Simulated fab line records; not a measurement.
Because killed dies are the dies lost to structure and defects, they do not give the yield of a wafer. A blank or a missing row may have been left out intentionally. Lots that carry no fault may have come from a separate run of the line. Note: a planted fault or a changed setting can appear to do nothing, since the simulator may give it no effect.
Which of the tools did it? | flow n5_finfet | 72 wafers sampled from 24 lots at 1 step of a route of 1938

WHAT THE GAUGES SHOWED, per wafer
N5_MOL_CONTACT_COAG_OVL_MEAS_41. Usual: for VD_OVL the level is -0.4 nm and the standard deviation is 0.66.
lot  | measured     | on         | VD_OVL (nm)    | flag
L074 | day 5 01:41  | overlay-01 | -0.1 -0.4 -0.2 |
L075 | day 5 13:49  | overlay-02 | -1.3 -1.4 -1.8 |
L076 | day 5 16:58  | overlay-01 | -0.4 -0.2 -0.4 |
L077 | day 5 20:40  | overlay-01 | -1.2 -1.4 -0.6 |
L078 | day 6 06:31  | overlay-02 | -0.5 -0.1 0.4  |
L079 | day 6 10:32  | overlay-02 | 0.2 0.3 1.4    |
L080 | day 6 16:46  | overlay-02 | -0.4 0.3 -1.0  |
L081 | day 6 19:17  | overlay-02 | 0.2 -0.3 -1.1  |
L082 | day 7 05:05  | overlay-01 | -0.1 0.0 0.5   |
L083 | day 7 11:50  | overlay-01 | -0.8 -0.5 0.1  |
L084 | day 7 16:01  | overlay-02 | -0.2 0.0 -0.3  |
L085 | day 8 02:29  | overlay-01 | -0.7 -0.7 0.6  |
L086 | day 8 05:59  | overlay-02 | -0.3 -0.7 -1.0 |
L087 | day 8 11:13  | overlay-02 | -0.5 -0.3 -0.4 |
L088 | day 8 14:13  | overlay-01 | -1.1 0.0 0.5   |
L089 | day 8 19:10  | overlay-02 | -1.0 -0.8 -0.6 |
L090 | day 9 04:04  | overlay-01 | -0.8 -0.9 -0.6 |
L091 | day 9 07:28  | overlay-02 | -0.9 0.1 0.8   |
L092 | day 9 16:29  | overlay-01 | -0.5 -0.3 0.7  |
L093 | day 9 19:13  | overlay-01 | -0.8 -1.0 -0.1 |
L094 | day 10 09:10 | overlay-01 | -1.6 -1.1 -1.7 |
L095 | day 10 09:13 | overlay-01 | -0.6 -0.9 -1.1 |
L096 | day 10 22:41 | overlay-01 | -0.6 0.1 -0.2  |
L097 | day 11 01:01 | overlay-01 | 0.3 -0.7 -0.3  |

WHAT TOOL EACH LOT RAN ON (gives the tool, then ch and the chambers of the sampled wafers, and finally the start)
There is no process step in the record ahead of these readings.

WHAT THE TOOLS THEMSELVES READ (means of the sampled wafers that have a number; where no wafer has one, the mark that the record gives instead)
The record holds no such reading with a usual standard deviation.

THE ANSWER, worked out from the rows above alone
Rule: take the mean of a lot's wafers that have a number; if it is more than 3 standard deviations from the usual mean, the lot is off. A lot without any number at a reading at which 4 lots or more have one is off too. All remaining lots with rows at the step are treated as sound. First the gauges in route order, then the tools' own readings, where a lot's mean is used as printed above. At the first step where some lot is off, the reading lying furthest off is the one used; lots without a number count as furthest.
No lot is off on any of the readings shown, so nothing can be concluded from this.

WHAT THE SIMULATOR HAD INSERTED
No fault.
